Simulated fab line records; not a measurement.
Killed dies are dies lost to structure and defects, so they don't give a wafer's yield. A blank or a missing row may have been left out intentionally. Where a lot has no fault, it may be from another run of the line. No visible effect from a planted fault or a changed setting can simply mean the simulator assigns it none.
The tool behind it: which one?	flow n5Finfet	24 lots, 72 wafers sampled, at 6 steps of a route of 1938

## WHAT EACH GAUGE READ, for each wafer
N5_BEOL_M8_INSPECT_30: inspects for defects (brightfield). Usual: rawDefectCount reads 396 (standard deviation 89).
lot	measured	on	rawDefectCount	flag
L074	day 10 12:49	defectInspect-02	382 416 348	
L076	day 11 04:03	defectInspect-01	286 303 384	
L075	day 11 03:58	defectInspect-02	300 334 523	
L078	day 12 00:52	defectInspect-02	292 337 380	
L077	day 12 01:36	defectInspect-02	312 396 448	
L079	day 12 01:26	defectInspect-01	460 422 451	
L081	day 12 01:02	defectInspect-02	287 401 367	
L080	day 12 03:26	defectInspect-01	326 294 398	
L083	day 13 03:47	defectInspect-02	407 405 465	
L082	day 13 10:22	defectInspect-01	270 288 326	
L084	day 13 13:09	defectInspect-02	441 305 360	
L086	day 13 19:44	defectInspect-02	397 416 396	
L085	day 13 19:59	defectInspect-02	491 538 567	
L089	day 14 01:52	defectInspect-02	524 413 613	
L087	day 14 04:07	defectInspect-01	394 382 363	
L088	day 14 19:02	defectInspect-01	367 417 502	
L091	day 14 21:22	defectInspect-02	440 479 360	
L090	day 14 21:53	defectInspect-02	324 432 533	
L092	day 15 03:58	defectInspect-01	421 330 468	
L093	day 15 04:00	defectInspect-01	521 472 529	
L094	day 15 18:40	defectInspect-01	342 251 203	
L095	day 16 13:36	defectInspect-01	257 286 329	
L096	day 16 15:52	defectInspect-01	503 546 329	
L097	day 17 06:25	defectInspect-02	401 733 467	

N5_BEOL_M8_THK_MEAS_53: measures by xrf. Usual: M8_THK gives 81.7 nm (standard deviation 1.8).
lot	measured	on	M8_THK (nm)	flag
L074	day 10 17:37	filmMetro-01	78.8 82.6 81.9	
L076	day 11 06:56	filmMetro-02	83.6 80.2 81.0	
L075	day 11 07:19	filmMetro-02	80.5 79.1 79.8	
L078	day 12 05:37	filmMetro-02	80.1 83.4 81.4	
L077	day 12 06:26	filmMetro-01	83.5 83.1 84.6	
L079	day 12 06:17	filmMetro-02	84.6 79.3 79.9	
L081	day 12 06:10	filmMetro-01	82.0 80.5 79.8	
L080	day 12 07:04	filmMetro-02	82.5 82.9 82.5	
L083	day 13 07:53	filmMetro-02	83.7 84.0 83.6	
L082	day 13 13:14	filmMetro-01	83.3 82.0 82.0	
L084	day 13 17:01	filmMetro-01	84.8 83.3 85.6	
L086	day 13 23:11	filmMetro-02	83.6 82.6 82.6	
L085	day 13 23:27	filmMetro-02	83.6 79.5 80.9	
L089	day 14 05:59	filmMetro-01	81.6 80.3 80.5	
L087	day 14 07:14	filmMetro-02	82.8 80.2 81.2	
L088	day 14 21:53	filmMetro-02	80.6 80.2 79.1	
L091	day 15 01:44	filmMetro-02	81.5 79.8 83.2	
L090	day 15 02:00	filmMetro-02	83.7 81.9 82.6	
L092	day 15 06:52	filmMetro-01	80.3 85.7 82.1	
L093	day 15 07:13	filmMetro-01	81.9 81.0 82.4	
L094	day 15 22:05	filmMetro-01	82.2 83.7 82.8	
L095	day 16 16:58	filmMetro-01	84.0 83.6 84.3	
L096	day 16 20:13	filmMetro-01	83.7 81.6 81.6	
L097	day 17 09:40	filmMetro-02	77.2 78.3 77.2	

N5_BEOL_M8_RS_MEAS_57: a four-point-probe measurement. Usual: M8_RS gives 0.283 ohm/sq (standard deviation 0.0069).
lot	measured	on	M8_RS (ohm/sq)	flag
L074	day 10 17:44	filmMetro-02	0.299 0.281 0.284	
L076	day 11 07:04	filmMetro-01	0.273 0.286 0.283	
L075	day 11 07:28	filmMetro-01	0.284 0.288 0.286	
L078	day 12 05:45	filmMetro-01	0.290 0.276 0.282	
L077	day 12 06:34	filmMetro-01	0.275 0.277 0.272	
L079	day 12 06:25	filmMetro-01	0.270 0.292 0.289	
L081	day 12 06:17	filmMetro-01	0.279 0.285 0.289	
L080	day 12 07:12	filmMetro-01	0.279 0.276 0.277	
L083	day 13 08:03	filmMetro-01	0.274 0.275 0.274	
L082	day 13 13:22	filmMetro-01	0.280 0.286 0.285	
L084	day 13 17:08	filmMetro-02	0.272 0.277 0.270	
L086	day 13 23:19	filmMetro-01	0.274 0.279 0.280	
L085	day 13 23:37	filmMetro-01	0.272 0.288 0.283	
L089	day 14 06:07	filmMetro-02	0.282 0.288 0.284	
L087	day 14 07:22	filmMetro-02	0.277 0.286 0.283	
L088	day 14 22:01	filmMetro-02	0.288 0.289 0.293	
L091	day 15 01:52	filmMetro-01	0.281 0.289 0.274	
L090	day 15 02:08	filmMetro-02	0.274 0.279 0.277	
L092	day 15 07:00	filmMetro-01	0.290 0.271 0.283	
L093	day 15 07:21	filmMetro-01	0.284 0.288 0.283	
L094	day 15 22:13	filmMetro-01	0.285 0.279 0.281	
L095	day 16 17:05	filmMetro-01	0.279 0.278 0.278	
L096	day 16 20:21	filmMetro-01	0.277 0.287 0.286	
L097	day 17 09:47	filmMetro-02	0.300 0.295 0.299	

N5_BEOL_M9_CD_MEAS_18: pitch 140 nm, target cd 70 nm. Usual: cdNm reads 70.0 nm (standard deviation 0.49).
lot	measured	on	cdNm (nm)	flag
L074	day 10 20:46	cdSem-03	69.9 69.7 69.5	
L076	day 11 11:12	cdSem-02	69.9 69.6 69.7	
L075	day 11 11:42	cdSem-03	70.1 69.8 70.2	
L078	day 12 07:32	cdSem-01	70.2 70.6 70.4	
L077	day 12 12:04	cdSem-02	70.4 69.4 70.6	
L079	day 12 12:01	cdSem-03	69.9 69.9 70.4	
L081	day 12 11:46	cdSem-01	70.2 71.0 70.6	
L080	day 12 12:14	cdSem-01	70.5 70.5 70.2	
L083	day 13 11:19	cdSem-02	70.1 69.5 70.2	
L082	day 13 17:15	cdSem-02	69.5 70.2 69.9	
L084	day 13 21:03	cdSem-02	69.8 70.0 70.0	
L086	day 14 03:17	cdSem-01	70.3 70.6 70.1	
L085	day 14 03:28	cdSem-03	69.3 70.4 69.4	
L089	day 14 08:37	cdSem-02	69.6 70.3 69.3	
L087	day 14 11:51	cdSem-01	69.6 69.5 69.7	
L088	day 15 01:25	cdSem-02	68.9 69.3 69.7	
L091	day 15 06:00	cdSem-03	70.6 69.7 70.4	
L090	day 15 05:41	cdSem-03	69.9 70.7 69.4	
L092	day 15 09:14	cdSem-01	70.5 70.2 70.6	
L093	day 15 09:32	cdSem-01	69.1 69.9 70.4	
L094	day 16 01:18	cdSem-02	70.6 69.9 70.1	
L095	day 16 20:18	cdSem-01	70.0 70.2 69.8	
L096	day 16 23:35	cdSem-01	69.7 70.0 69.7	
L097	day 17 13:25	cdSem-03	69.4 70.1 69.6	

## TOOL THAT RAN EACH LOT (tool first, then ch and the chambers of the sampled wafers, then the start)
lot	N5_BEOL_M8_STRIP_67	N5_BEOL_M9_STRIP_19
L074	rieDiel-04 ch 0,2,3, day 10 10:38	rieDiel-05 ch 0,1, day 10 20:42
L076	rieDiel-03 ch 0,2, day 11 01:31	rieDiel-02 ch 1,2,3, day 11 11:08
L075	rieDiel-04 ch 1,2,3, day 11 02:11	rieDiel-02 ch 1,2,3, day 11 11:38
L078	rieDiel-04 ch 0,2, day 11 20:34	rieDiel-05 ch 0,3, day 12 07:28
L077	rieDiel-03 ch 0,1,3, day 11 20:44	rieDiel-06 ch 1,2,3, day 12 12:00
L079	rieDiel-03 ch 2,3, day 11 21:00	rieDiel-02 ch 0,2,3, day 12 11:56
L081	rieDiel-01 ch 0,1,2, day 11 21:01	rieDiel-06 ch 1,2,3, day 12 11:43
L080	rieDiel-03 ch 2,3, day 12 02:00	rieDiel-06 ch 1,2, day 12 12:10
L083	rieDiel-01 ch 1,2, day 13 02:53	rieDiel-02 ch 1,2,3, day 13 11:15
L082	rieDiel-03 ch 1,2,3, day 13 07:32	rieDiel-02 ch 0,1,2, day 13 17:11
L084	rieDiel-01 ch 0,1, day 13 12:16	rieDiel-02 ch 0,2,3, day 13 20:59
L086	rieDiel-01 ch 1,2, day 13 18:59	rieDiel-06 ch 1,2,3, day 14 03:13
L085	rieDiel-03 ch 0,3, day 13 19:10	rieDiel-06 ch 1,3, day 14 03:24
L089	rieDiel-03 ch 1,3, day 14 00:35	rieDiel-05 ch 0,2, day 14 08:32
L087	rieDiel-01 ch 1,2, day 14 02:56	rieDiel-02 ch 0,2,3, day 14 11:47
L088	rieDiel-04 ch 0,1, day 14 18:07	rieDiel-06 ch 0,2, day 15 01:21
L091	rieDiel-03 ch 0,2, day 14 20:34	rieDiel-02 ch 0,2,3, day 15 05:56
L090	rieDiel-01 ch 1,2,3, day 14 20:44	rieDiel-05 ch 0,1, day 15 05:37
L092	rieDiel-04 ch 1,2,3, day 15 02:02	rieDiel-02 ch 0,1,3, day 15 09:10
L093	rieDiel-03 ch 0,1, day 15 02:08	rieDiel-02 ch 0,1,2, day 15 09:28
L094	rieDiel-01 ch 1,2, day 15 16:25	rieDiel-05 ch 1,3, day 16 01:14
L095	rieDiel-03 ch 0,3, day 16 11:48	rieDiel-05 ch 0,1, day 16 20:14
L096	rieDiel-03 ch 0,1,2, day 16 14:22	rieDiel-02 ch 0,2,3, day 16 23:31
L097	rieDiel-03 ch 1,3, day 17 05:46	rieDiel-06 ch 0,2, day 17 13:21
- N5_BEOL_M8_STRIP_67: strips in CF4.
- N5_BEOL_M9_STRIP_19: strips in O2.

## WHAT THE TOOLS THEMSELVES READ (means of the sampled wafers that have a number; where no wafer has one, the mark that the record gives instead)
N5_BEOL_M8_STRIP_67. Usual: cf4FlowSccm 150.0 sccm, standard deviation 0.43; drypumpMotorCurrentA 5.5 A, standard deviation 0.52; oesProductAu 0.82 a.u., standard deviation 0.079; rfVppV 271.9 V, standard deviation 1.7; showerheadPlenumPTorr 1.83 Torr, standard deviation 0.066; throttleValvePct 13.52 %, standard deviation 0.2.
lot	tool	cf4FlowSccm (sccm)	drypumpMotorCurrentA (A)	oesProductAu (a.u.)	rfVppV (V)	showerheadPlenumPTorr (Torr)	throttleValvePct (%)	flag
L074	rieDiel-04	150.1	5.8	0.87	271.4	1.82	13.41	
L076	rieDiel-03	150.0	5.4	0.86	269.8	1.75	13.43	
L075	rieDiel-04	150.3	5.7	0.85	273.3	1.86	13.36	
L078	rieDiel-04	150.0	5.6	0.82	271.0	1.77	13.43	
L077	rieDiel-03	149.9	5.6	0.81	271.8	1.83	13.58	
L079	rieDiel-03	149.9	5.1	0.70	269.9	1.75	13.85	
L081	rieDiel-01	149.8	5.4	0.83	271.3	1.86	13.49	
L080	rieDiel-03	149.9	5.0	0.71	271.0	1.79	13.90	
L083	rieDiel-01	149.9	5.2	0.84	273.1	1.89	13.50	
L082	rieDiel-03	149.6	5.5	0.73	272.1	1.81	13.79	
L084	rieDiel-01	150.3	5.3	0.81	272.5	1.86	13.54	
L086	rieDiel-01	149.6	5.2	0.83	273.6	1.89	13.50	
L085	rieDiel-03	149.5	5.0	0.76	272.1	1.81	13.75	
L089	rieDiel-03	150.2	5.4	0.73	272.7	1.85	13.83	
L087	rieDiel-01	149.9	5.2	0.83	274.0	1.89	13.48	
L088	rieDiel-04	150.0	5.1	0.82	271.9	1.84	13.37	
L091	rieDiel-03	149.5	5.4	0.92	272.0	1.81	13.31	
L090	rieDiel-01	149.9	5.6	0.82	272.7	1.84	13.55	
L092	rieDiel-04	150.2	5.7	0.81	272.2	1.86	13.44	
L093	rieDiel-03	150.3	5.8	0.84	271.0	1.80	13.43	
L094	rieDiel-01	149.9	5.2	0.81	272.7	1.88	13.54	
L095	rieDiel-03	150.2	5.0	0.95	271.3	1.80	13.40	
L096	rieDiel-03	150.0	5.7	0.85	272.5	1.84	13.43	
L097	rieDiel-03	149.7	5.3	0.90	271.1	1.84	13.51	

N5_BEOL_M9_STRIP_19. Usual: drypumpMotorCurrentA 5.7 A, standard deviation 0.58; oesProductAu 0.80 a.u., standard deviation 0.068; rfVppV 3.7 V, standard deviation 0.58; showerheadPlenumPTorr 2.09 Torr, standard deviation 0.069; tempC 40.00 C, standard deviation 0.12; throttleValvePct 16.58 %, standard deviation 0.17.
lot	tool	drypumpMotorCurrentA (A)	oesProductAu (a.u.)	rfVppV (V)	showerheadPlenumPTorr (Torr)	tempC (C)	throttleValvePct (%)	flag
L074	rieDiel-05	5.3	0.75	3.9	2.15	40.09	16.54	
L076	rieDiel-02	5.8	0.82	3.6	2.13	40.02	16.57	
L075	rieDiel-02	5.7	0.83	3.0	2.13	39.97	16.57	
L078	rieDiel-05	5.3	0.74	3.4	2.18	40.08	16.54	
L077	rieDiel-06	5.9	0.84	3.9	2.04	40.06	16.69	
L079	rieDiel-02	5.5	0.80	4.1	2.09	39.89	16.51	
L081	rieDiel-06	5.9	0.85	3.6	2.04	39.93	16.69	
L080	rieDiel-06	5.7	0.85	3.9	2.04	39.94	16.63	
L083	rieDiel-02	5.7	0.81	4.3	2.12	39.97	16.58	
L082	rieDiel-02	6.1	0.80	3.4	2.15	40.09	16.60	
L084	rieDiel-02	5.5	0.79	3.6	2.08	39.93	16.52	
L086	rieDiel-06	5.9	0.82	3.5	2.04	40.05	16.71	
L085	rieDiel-06	5.6	0.76	4.0	2.02	40.04	16.83	
L089	rieDiel-05	5.2	0.81	4.0	2.08	40.08	16.52	
L087	rieDiel-02	5.5	0.78	3.8	2.08	40.02	16.54	
L088	rieDiel-06	6.3	0.95	3.9	2.06	39.97	16.29	
L091	rieDiel-02	5.5	0.77	3.2	2.08	39.95	16.55	
L090	rieDiel-05	5.3	0.72	3.2	2.14	40.14	16.57	
L092	rieDiel-02	5.6	0.78	3.1	2.11	39.91	16.49	
L093	rieDiel-02	6.1	0.78	3.3	2.15	39.92	16.62	
L094	rieDiel-05	5.9	0.71	4.0	2.11	40.22	16.54	
L095	rieDiel-05	5.3	0.71	3.4	2.13	39.93	16.60	
L096	rieDiel-02	5.5	0.76	4.0	2.08	39.88	16.56	
L097	rieDiel-06	6.5	0.90	3.6	2.05	40.02	16.45	

## THE ANSWER, worked out from the rows above alone
Rule: a lot is off if the mean of its wafers that have a number lies more than 3 standard deviations from the usual mean. Also off: a lot with no number at a reading for which 4 or more lots have one. Any other lot the step has rows for is counted as sound. After the gauges, taken in route order, come the tools' own readings; for these a lot's mean is taken, as printed above. At the first step where some lot is off, the reading lying furthest off is the one used; lots without a number count as furthest.
None of the lots is off at any reading shown; this tells nothing.

## WHAT THE SIMULATOR HAD PUT IN
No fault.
